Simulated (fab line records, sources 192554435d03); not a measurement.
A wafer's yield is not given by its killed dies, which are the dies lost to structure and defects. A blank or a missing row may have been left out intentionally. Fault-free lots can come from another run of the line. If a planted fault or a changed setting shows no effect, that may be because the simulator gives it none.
The tool behind it: which one? || flow n5 finfet || 26 wafers from 9 lots sampled at 5 of the route's 1938 steps

== WHAT THE GAUGES SHOWED, per wafer ==
N5_BEOL_M4_RC_MEAS_101. Usual: DIBL_N 35.8 mV/V, standard deviation 1.8; DIBL_P 35.6 mV/V, standard deviation 2; IOFF_N 0.148 nA/um, standard deviation 0.028; IOFF_P 0.20 nA/um, standard deviation 0.034; ION_N 672 uA/um, standard deviation 12; ION_P 462 uA/um, standard deviation 8.5; SS_N 71.2 mV/dec, standard deviation 0.65; SS_P 73.1 mV/dec, standard deviation 0.67; VT_N 251 mV, standard deviation 3.3; VT_P -251 mV, standard deviation 3.8.
{"lot": "L847", "measured": "day 8 02:58", "on": "prober-01", "DIBL_N (mV/V)": "37.7 36.9 36.8", "DIBL_P (mV/V)": "38.6 36.7 37.4", "IOFF_N (nA/um)": "0.156 0.151 0.145", "IOFF_P (nA/um)": "0.22 0.20 0.21", "ION_N (uA/um)": "647 672 674", "ION_P (uA/um)": "451 461 464", "SS_N (mV/dec)": "72.1 70.9 70.4", "SS_P (mV/dec)": "73.9 72.5 73.5", "VT_N (mV)": "252 252 250", "VT_P (mV)": "-247 -248 -248", "flag": ""}
{"lot": "L849", "measured": "day 9 00:37", "on": "prober-01", "DIBL_N (mV/V)": "36.3 36.9 38.3", "DIBL_P (mV/V)": "34.1 34.5 36.7", "IOFF_N (nA/um)": "0.138 0.141 0.175", "IOFF_P (nA/um)": "0.20 0.21 0.24", "ION_N (uA/um)": "662 675 677", "ION_P (uA/um)": "464 469 468", "SS_N (mV/dec)": "71.5 70.9 71.1", "SS_P (mV/dec)": "73.2 73.8 73.7", "VT_N (mV)": "253 253 247", "VT_P (mV)": "-248 -248 -248", "flag": ""}
{"lot": "L850", "measured": "day 9 07:14", "on": "prober-01", "DIBL_N (mV/V)": "36.3 35.4 36.7", "DIBL_P (mV/V)": "37.7 38.2 37.9", "IOFF_N (nA/um)": "0.161 0.152 0.165", "IOFF_P (nA/um)": "0.19 0.20 0.19", "ION_N (uA/um)": "686 674 671", "ION_P (uA/um)": "464 463 461", "SS_N (mV/dec)": "71.5 71.5 71.0", "SS_P (mV/dec)": "72.9 72.6 73.1", "VT_N (mV)": "250 252 250", "VT_P (mV)": "-256 -254 -256", "flag": ""}
{"lot": "L857", "measured": "day 10 15:32", "on": "prober-01", "DIBL_N (mV/V)": "35.1 35.3 34.7", "DIBL_P (mV/V)": "34.7 35.3 34.5", "IOFF_N (nA/um)": "0.135 0.146 0.150", "IOFF_P (nA/um)": "0.18 0.18 0.18", "ION_N (uA/um)": "666 673 697", "ION_P (uA/um)": "458 456 468", "SS_N (mV/dec)": "71.8 71.5 70.6", "SS_P (mV/dec)": "71.9 72.5 72.7", "VT_N (mV)": "252 249 248", "VT_P (mV)": "-251 -251 -251", "flag": ""}
{"lot": "L859", "measured": "day 11 07:08", "on": "prober-02", "DIBL_N (mV/V)": "39.7 36.7 38.2", "DIBL_P (mV/V)": "38.6 35.2 37.0", "IOFF_N (nA/um)": "0.244 0.162 0.192", "IOFF_P (nA/um)": "0.31 0.25 0.27", "ION_N (uA/um)": "677 668 669", "ION_P (uA/um)": "467 468 459", "SS_N (mV/dec)": "73.2 72.6 72.4", "SS_P (mV/dec)": "74.3 73.2 74.0", "VT_N (mV)": "245 252 248", "VT_P (mV)": "-242 -243 -248", "flag": ""}
{"lot": "L860", "measured": "day 11 04:51", "on": "prober-01", "DIBL_N (mV/V)": "34.9 34.6 34.2", "DIBL_P (mV/V)": "35.3 34.7 35.1", "IOFF_N (nA/um)": "0.141 0.142 0.134", "IOFF_P (nA/um)": "0.21 0.21 0.21", "ION_N (uA/um)": "672 671 673", "ION_P (uA/um)": "466 473 463", "SS_N (mV/dec)": "71.2 70.9 70.0", "SS_P (mV/dec)": "72.7 72.8 72.3", "VT_N (mV)": "251 252 249", "VT_P (mV)": "-248 -251 -251", "flag": ""}
{"lot": "L861", "measured": "day 11 22:08", "on": "prober-02", "DIBL_N (mV/V)": "32.9 34.3", "DIBL_P (mV/V)": "33.5 34.1", "IOFF_N (nA/um)": "0.126 0.139", "IOFF_P (nA/um)": "0.21 0.22", "ION_N (uA/um)": "676 684", "ION_P (uA/um)": "472 471", "SS_N (mV/dec)": "70.3 71.1", "SS_P (mV/dec)": "73.4 73.3", "VT_N (mV)": "251 252", "VT_P (mV)": "-248 -244", "flag": ""}
{"lot": "L868", "measured": "day 13 18:52", "on": "prober-02", "DIBL_N (mV/V)": "35.8 38.4 35.3", "DIBL_P (mV/V)": "35.0 37.4 33.1", "IOFF_N (nA/um)": "0.147 0.197 0.138", "IOFF_P (nA/um)": "0.19 0.24 0.18", "ION_N (uA/um)": "677 691 682", "ION_P (uA/um)": "463 478 464", "SS_N (mV/dec)": "71.3 71.6 71.0", "SS_P (mV/dec)": "72.4 72.5 71.9", "VT_N (mV)": "250 246 254", "VT_P (mV)": "-248 -247 -250", "flag": ""}
{"lot": "L869", "measured": "day 13 22:43", "on": "prober-02", "DIBL_N (mV/V)": "34.5 35.1 35.3", "DIBL_P (mV/V)": "34.1 35.6 35.2", "IOFF_N (nA/um)": "0.145 0.163 0.164", "IOFF_P (nA/um)": "0.19 0.21 0.21", "ION_N (uA/um)": "673 687 692", "ION_P (uA/um)": "471 470 469", "SS_N (mV/dec)": "70.7 70.5 70.9", "SS_P (mV/dec)": "72.4 72.9 72.9", "VT_N (mV)": "249 246 247", "VT_P (mV)": "-249 -247 -247", "flag": ""}

== EACH LOT AND THE TOOL THAT RAN IT (in order: tool; ch and the chambers of the sampled wafers; start) ==
{"lot": "L847", "N5_MOL_CONTACT_COAG_DESCUM_13": "rie diel-03 ch 0,1,3, day 5 05:13", "N5_MOL_CONTACT_COAG_CO_FILL_22": "cvd co-01 ch 0,1,2, day 5 07:39", "N5_MOL_CONTACT_COAG_ETCH_89": "rie diel-06 ch 0,2,3, day 5 13:55", "N5_MOL_CONTACT_COAG_ALD_131": "ald sin-04 ch 0,2,3, day 5 14:01"}
{"lot": "L849", "N5_MOL_CONTACT_COAG_DESCUM_13": "rie diel-06 ch 1,2,3, day 5 12:02", "N5_MOL_CONTACT_COAG_CO_FILL_22": "cvd co-02 ch 0,2, day 5 14:21", "N5_MOL_CONTACT_COAG_ETCH_89": "rie diel-06 ch 0,1,2, day 5 20:55", "N5_MOL_CONTACT_COAG_ALD_131": "ald sin-01 ch 1,3, day 5 21:01"}
{"lot": "L850", "N5_MOL_CONTACT_COAG_DESCUM_13": "rie diel-05 ch 1,3, day 5 18:02", "N5_MOL_CONTACT_COAG_CO_FILL_22": "cvd co-01 ch 0,1,2, day 5 20:50", "N5_MOL_CONTACT_COAG_ETCH_89": "rie diel-05 ch 0,1,3, day 6 02:49", "N5_MOL_CONTACT_COAG_ALD_131": "ald sin-04 ch 0,2, day 6 02:55"}
{"lot": "L857", "N5_MOL_CONTACT_COAG_DESCUM_13": "rie diel-06 ch 0,1,3, day 7 13:39", "N5_MOL_CONTACT_COAG_CO_FILL_22": "cvd co-02 ch 0,1,2, day 7 17:05", "N5_MOL_CONTACT_COAG_ETCH_89": "rie diel-03 ch 1,2,3, day 7 23:21", "N5_MOL_CONTACT_COAG_ALD_131": "ald sin-01 ch 1,2,3, day 7 23:27"}
{"lot": "L859", "N5_MOL_CONTACT_COAG_DESCUM_13": "rie diel-06 ch 0,1, day 8 00:05", "N5_MOL_CONTACT_COAG_CO_FILL_22": "cvd co-02 ch 0,2, day 8 03:32", "N5_MOL_CONTACT_COAG_ETCH_89": "rie diel-06 ch 1,3, day 8 12:27", "N5_MOL_CONTACT_COAG_ALD_131": "ald sin-04 ch 0,1,2, day 8 13:52"}
{"lot": "L860", "N5_MOL_CONTACT_COAG_DESCUM_13": "rie diel-05 ch 1,3, day 8 05:21", "N5_MOL_CONTACT_COAG_CO_FILL_22": "cvd co-02 ch 0,1, day 8 07:41", "N5_MOL_CONTACT_COAG_ETCH_89": "rie diel-06 ch 0,2,3, day 8 17:06", "N5_MOL_CONTACT_COAG_ALD_131": "ald sin-01 ch 0,2,3, day 8 17:12"}
{"lot": "L861", "N5_MOL_CONTACT_COAG_DESCUM_13": "rie diel-05 ch 0,3, day 8 13:24", "N5_MOL_CONTACT_COAG_CO_FILL_22": "cvd co-02 ch 1,2, day 8 15:32", "N5_MOL_CONTACT_COAG_ETCH_89": "rie diel-05 ch 1,2, day 8 22:11", "N5_MOL_CONTACT_COAG_ALD_131": "ald sin-01 ch 3, day 8 23:08"}
{"lot": "L868", "N5_MOL_CONTACT_COAG_DESCUM_13": "rie diel-05 ch 1,3, day 10 05:51", "N5_MOL_CONTACT_COAG_CO_FILL_22": "cvd co-02 ch 1,2, day 10 08:05", "N5_MOL_CONTACT_COAG_ETCH_89": "rie diel-03 ch 0,2, day 10 16:13", "N5_MOL_CONTACT_COAG_ALD_131": "ald sin-04 ch 2,3, day 10 16:19"}
{"lot": "L869", "N5_MOL_CONTACT_COAG_DESCUM_13": "rie diel-06 ch 1,2, day 10 09:51", "N5_MOL_CONTACT_COAG_CO_FILL_22": "cvd co-01 ch 0,1,2, day 10 12:26", "N5_MOL_CONTACT_COAG_ETCH_89": "rie diel-06 ch 1,3, day 10 19:44", "N5_MOL_CONTACT_COAG_ALD_131": "ald sin-04 ch 0,2, day 10 19:55"}
- N5_MOL_CONTACT_COAG_DESCUM_13: chemistry O2, time 7 s.
- N5_MOL_CONTACT_COAG_CO_FILL_22: material Co, precursor CCTBA/H2, target thk 20 nm.
- N5_MOL_CONTACT_COAG_ETCH_89: etches underlayer in N2/H2, target depth 13 nm, time 10.4 s.
- N5_MOL_CONTACT_COAG_ALD_131: deposits SiO2, target thk 5 nm, pulse time 1 s, co reactant pulse time 1 s.

== WHAT THE TOOLS THEMSELVES READ (means of the sampled wafers that have a number; where no wafer has one, the mark that the record gives instead) ==
N5_MOL_CONTACT_COAG_DESCUM_13. Usual: drypump motor current A 5.6 A, standard deviation 0.43; oes product au 0.77 a.u., standard deviation 0.088; rf vpp V 243.1 V, standard deviation 1.3; showerhead plenum p Torr 2.09 Torr, standard deviation 0.073; throttle valve pct 20.39 %, standard deviation 0.2.
{"lot": "L847", "tool": "rie diel-03", "drypump motor current A (A)": 5.7, "oes product au (a.u.)": 0.83, "rf vpp V (V)": 243.5, "showerhead plenum p Torr (Torr)": 2.09, "throttle valve pct (%)": 20.57, "flag": ""}
{"lot": "L849", "tool": "rie diel-06", "drypump motor current A (A)": 5.9, "oes product au (a.u.)": 0.74, "rf vpp V (V)": 242.4, "showerhead plenum p Torr (Torr)": 2.02, "throttle valve pct (%)": 20.27, "flag": ""}
{"lot": "L850", "tool": "rie diel-05", "drypump motor current A (A)": 5.2, "oes product au (a.u.)": 0.72, "rf vpp V (V)": 242.9, "showerhead plenum p Torr (Torr)": 2.08, "throttle valve pct (%)": 20.52, "flag": ""}
{"lot": "L857", "tool": "rie diel-06", "drypump motor current A (A)": 5.6, "oes product au (a.u.)": 0.73, "rf vpp V (V)": 242.7, "showerhead plenum p Torr (Torr)": 2.09, "throttle valve pct (%)": 20.40, "flag": ""}
{"lot": "L859", "tool": "rie diel-06", "drypump motor current A (A)": 5.2, "oes product au (a.u.)": 0.72, "rf vpp V (V)": 243.3, "showerhead plenum p Torr (Torr)": 2.15, "throttle valve pct (%)": 20.56, "flag": ""}
{"lot": "L860", "tool": "rie diel-05", "drypump motor current A (A)": 5.2, "oes product au (a.u.)": 0.86, "rf vpp V (V)": 243.0, "showerhead plenum p Torr (Torr)": 2.06, "throttle valve pct (%)": 20.46, "flag": ""}
{"lot": "L861", "tool": "rie diel-05", "drypump motor current A (A)": 5.5, "oes product au (a.u.)": 0.81, "rf vpp V (V)": 243.2, "showerhead plenum p Torr (Torr)": 2.06, "throttle valve pct (%)": 20.48, "flag": ""}
{"lot": "L868", "tool": "rie diel-05", "drypump motor current A (A)": 5.2, "oes product au (a.u.)": 0.83, "rf vpp V (V)": 242.9, "showerhead plenum p Torr (Torr)": 2.05, "throttle valve pct (%)": 20.50, "flag": ""}
{"lot": "L869", "tool": "rie diel-06", "drypump motor current A (A)": 5.5, "oes product au (a.u.)": 0.81, "rf vpp V (V)": 244.0, "showerhead plenum p Torr (Torr)": 2.13, "throttle valve pct (%)": 20.16, "flag": ""}

N5_MOL_CONTACT_COAG_CO_FILL_22. Usual: heater power w reads 233 W (standard deviation 9.7).
{"lot": "L847", "tool": "cvd co-01", "heater power w (W)": 225, "flag": ""}
{"lot": "L849", "tool": "cvd co-02", "heater power w (W)": 234, "flag": ""}
{"lot": "L850", "tool": "cvd co-01", "heater power w (W)": 229, "flag": ""}
{"lot": "L857", "tool": "cvd co-02", "heater power w (W)": 233, "flag": ""}
{"lot": "L859", "tool": "cvd co-02", "heater power w (W)": 235, "flag": ""}
{"lot": "L860", "tool": "cvd co-02", "heater power w (W)": 233, "flag": ""}
{"lot": "L861", "tool": "cvd co-02", "heater power w (W)": 232, "flag": ""}
{"lot": "L868", "tool": "cvd co-02", "heater power w (W)": 228, "flag": ""}
{"lot": "L869", "tool": "cvd co-01", "heater power w (W)": 230, "flag": ""}

N5_MOL_CONTACT_COAG_ETCH_89. Usual: bias w 150.0 W (standard deviation 0.46); drypump motor current A 5.6 A (standard deviation 0.42); etch rf on time s 10.31 s (standard deviation 0.27); oes product au 0.66 a.u. (standard deviation 0.075); rf vpp V 523.5 V (standard deviation 2.4); showerhead plenum p Torr 2.52 Torr (standard deviation 0.082); throttle valve pct 17.77 % (standard deviation 0.21).
{"lot": "L847", "tool": "rie diel-06", "bias w (W)": 150.2, "drypump motor current A (A)": 5.7, "etch rf on time s (s)": 10.58, "oes product au (a.u.)": 0.61, "rf vpp V (V)": 521.5, "showerhead plenum p Torr (Torr)": 2.48, "throttle valve pct (%)": 17.86, "flag": ""}
{"lot": "L849", "tool": "rie diel-06", "bias w (W)": 150.1, "drypump motor current A (A)": 5.4, "etch rf on time s (s)": 10.59, "oes product au (a.u.)": 0.62, "rf vpp V (V)": 523.0, "showerhead plenum p Torr (Torr)": 2.53, "throttle valve pct (%)": 17.77, "flag": ""}
{"lot": "L850", "tool": "rie diel-05", "bias w (W)": 150.5, "drypump motor current A (A)": 5.4, "etch rf on time s (s)": 10.26, "oes product au (a.u.)": 0.62, "rf vpp V (V)": 522.8, "showerhead plenum p Torr (Torr)": 2.52, "throttle valve pct (%)": 18.00, "flag": ""}
{"lot": "L857", "tool": "rie diel-03", "bias w (W)": 150.2, "drypump motor current A (A)": 5.7, "etch rf on time s (s)": 9.98, "oes product au (a.u.)": 0.76, "rf vpp V (V)": 522.8, "showerhead plenum p Torr (Torr)": 2.51, "throttle valve pct (%)": 17.88, "flag": ""}
{"lot": "L859", "tool": "rie diel-06", "bias w (W)": 151.2, "drypump motor current A (A)": 5.7, "etch rf on time s (s)": 10.19, "oes product au (a.u.)": 0.64, "rf vpp V (V)": 523.6, "showerhead plenum p Torr (Torr)": 2.50, "throttle valve pct (%)": 17.56, "flag": ""}
{"lot": "L860", "tool": "rie diel-06", "bias w (W)": 150.5, "drypump motor current A (A)": 5.7, "etch rf on time s (s)": 10.63, "oes product au (a.u.)": 0.67, "rf vpp V (V)": 525.2, "showerhead plenum p Torr (Torr)": 2.58, "throttle valve pct (%)": 17.79, "flag": ""}
{"lot": "L861", "tool": "rie diel-05", "bias w (W)": 150.2, "drypump motor current A (A)": 5.5, "etch rf on time s (s)": 10.36, "oes product au (a.u.)": 0.63, "rf vpp V (V)": 524.5, "showerhead plenum p Torr (Torr)": 2.57, "throttle valve pct (%)": 17.74, "flag": ""}
{"lot": "L868", "tool": "rie diel-03", "bias w (W)": 150.3, "drypump motor current A (A)": 6.2, "etch rf on time s (s)": 10.01, "oes product au (a.u.)": 0.65, "rf vpp V (V)": 521.1, "showerhead plenum p Torr (Torr)": 2.43, "throttle valve pct (%)": 17.95, "flag": ""}
{"lot": "L869", "tool": "rie diel-06", "bias w (W)": 150.0, "drypump motor current A (A)": 5.8, "etch rf on time s (s)": 10.27, "oes product au (a.u.)": 0.63, "rf vpp V (V)": 523.1, "showerhead plenum p Torr (Torr)": 2.49, "throttle valve pct (%)": 17.59, "flag": ""}

N5_MOL_CONTACT_COAG_ALD_131. Usual: heater power w 73 W, standard deviation 6.8; precursor pulse height rel 1.003, standard deviation 0.019.
{"lot": "L847", "tool": "ald sin-04", "heater power w (W)": 68, "precursor pulse height rel": 1.001, "flag": ""}
{"lot": "L849", "tool": "ald sin-01", "heater power w (W)": 75, "precursor pulse height rel": 1.024, "flag": ""}
{"lot": "L850", "tool": "ald sin-04", "heater power w (W)": 64, "precursor pulse height rel": 1.011, "flag": ""}
{"lot": "L857", "tool": "ald sin-01", "heater power w (W)": 77, "precursor pulse height rel": 1.016, "flag": ""}
{"lot": "L859", "tool": "ald sin-04", "heater power w (W)": 67, "precursor pulse height rel": 1.015, "flag": ""}
{"lot": "L860", "tool": "ald sin-01", "heater power w (W)": 78, "precursor pulse height rel": 1.014, "flag": ""}
{"lot": "L861", "tool": "ald sin-01", "heater power w (W)": 80, "precursor pulse height rel": 0.996, "flag": ""}
{"lot": "L868", "tool": "ald sin-04", "heater power w (W)": 72, "precursor pulse height rel": 1.008, "flag": ""}
{"lot": "L869", "tool": "ald sin-04", "heater power w (W)": 65, "precursor pulse height rel": 1.002, "flag": ""}

== THE ANSWER, worked out from the rows above alone ==
Rule: take the mean of a lot's wafers that have a number; if it is more than 3 standard deviations from the usual mean, the lot is off. Also off: a lot with no number at a reading for which 4 or more lots have one. Where the step has rows for the other lots, those lots are counted as sound. Order of review: gauges by route order, followed by the tools' own readings, for which a lot's mean as printed above is used. The first step at which some lot is off is used, and at that step the reading that is off furthest; a lot without a number counts as furthest.
No lot is off at any reading shown: from this, nothing can be told.

== WHAT THE SIMULATOR HAD PUT IN ==
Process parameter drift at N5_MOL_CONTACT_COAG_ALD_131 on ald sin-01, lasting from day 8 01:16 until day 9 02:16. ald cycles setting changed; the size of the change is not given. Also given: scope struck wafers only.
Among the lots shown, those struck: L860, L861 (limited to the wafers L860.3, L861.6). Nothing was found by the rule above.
